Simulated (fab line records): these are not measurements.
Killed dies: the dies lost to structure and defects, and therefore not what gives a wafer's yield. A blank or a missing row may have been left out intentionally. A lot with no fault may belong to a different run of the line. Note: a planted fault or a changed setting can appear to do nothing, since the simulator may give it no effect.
Split-lot experiment	flow n5 finfet	route with 1938 steps; 7 lots, 21 wafers read

== SPLIT DETAILS ==
At N5_PASSIVATION_PASS_ETCH_47 (etches SiNx in CF4/O2, target depth 770 nm, time 385 s), the setting time s was moved away from the recipe's 385 s on 9 of the 21 wafers read, by -19.9% to +9.2%. All remaining wafers had this setting at the recipe value.

The split's own step is where the reading is taken.

== THE READING ==
etch.depth nm (the simulator's own value, which no gauge read), in nm, at N5_PASSIVATION_PASS_ETCH_47 (etches SiNx in CF4/O2, target depth 770 nm, time 385 s). The file gives no usual value for it. Average 766.9 nm, standard deviation 21 nm, over the 12 wafers here run with the recipe.

wafer	tool, chamber at the split	time s as run, s	against the recipe	etch.depth nm, nm	against lot-mates on the recipe
L075.1	rie diel-04, 2	385	recipe	811.7	-
L075.3	rie diel-04, 1	414.7	+7.7%	829	+36.5
L075.4	rie diel-04, 3	385	recipe	773.3	-
L079.1	rie diel-04, 1	385	recipe	759.8	-
L079.2	rie diel-04, 2	420.3	+9.2%	879.4	+119.6
L079.5	rie diel-04, 1	420.3	+9.2%	832.2	+72.4
L082.1	rie diel-03, 3	385	recipe	743.1	-
L082.3	rie diel-03, 2	414	+7.5%	811	+67.9
L082.5	rie diel-03, 2	414	+7.5%	821.8	+78.7
L083.1	rie diel-04, 0	385	recipe	788.7	-
L083.2	rie diel-04, 2	308.5	-19.9%	647.6	-141.1
L083.4	rie diel-04, 1	308.5	-19.9%	614.3	-174.4
L087.1	rie diel-02, 0	385	recipe	745.8	-
L087.4	rie diel-02, 0	385	recipe	753	-
L087.6	rie diel-02, 2	385	recipe	773.9	-
L096.1	rie diel-02, 0	385	recipe	735.3	-
L096.5	rie diel-02, 1	324.9	-15.6%	645.5	-89.8
L096.6	rie diel-02, 0	324.9	-15.6%	624	-111.3
L097.1	rie diel-03, 1	385	recipe	782.4	-
L097.5	rie diel-03, 2	385	recipe	753.3	-
L097.6	rie diel-03, 1	385	recipe	782.2	-

THE FIT
A straight line over all 21 wafers: etch.depth nm changes by +7.68 nm for each +1% of time s; r = +0.95; the points scatter about the line by 22 nm.
The same after taking each lot's own level away (the mean of its wafers on the recipe; 21 wafers): +7.84 nm for each +1%; r = +0.97; scatter 18 nm.
On that fit, the largest move of time s shifts the reading by 1.6e+02 nm.
The lots' own levels span 735.30 to 792.50 nm, that is 2.7 times the standard deviation above.
The two slopes agree, so the slope changes little with the lot-to-lot level.
Check: for one of the wafers moved furthest among these (-19.9%), held out of the fit, the line's prediction against its lot-mates is -155 nm. Against them it came out at -141 nm.

== FILE'S OWN FIT ==
etch.depth nm changes by +7.65 nm for each +1% of time s, r = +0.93.
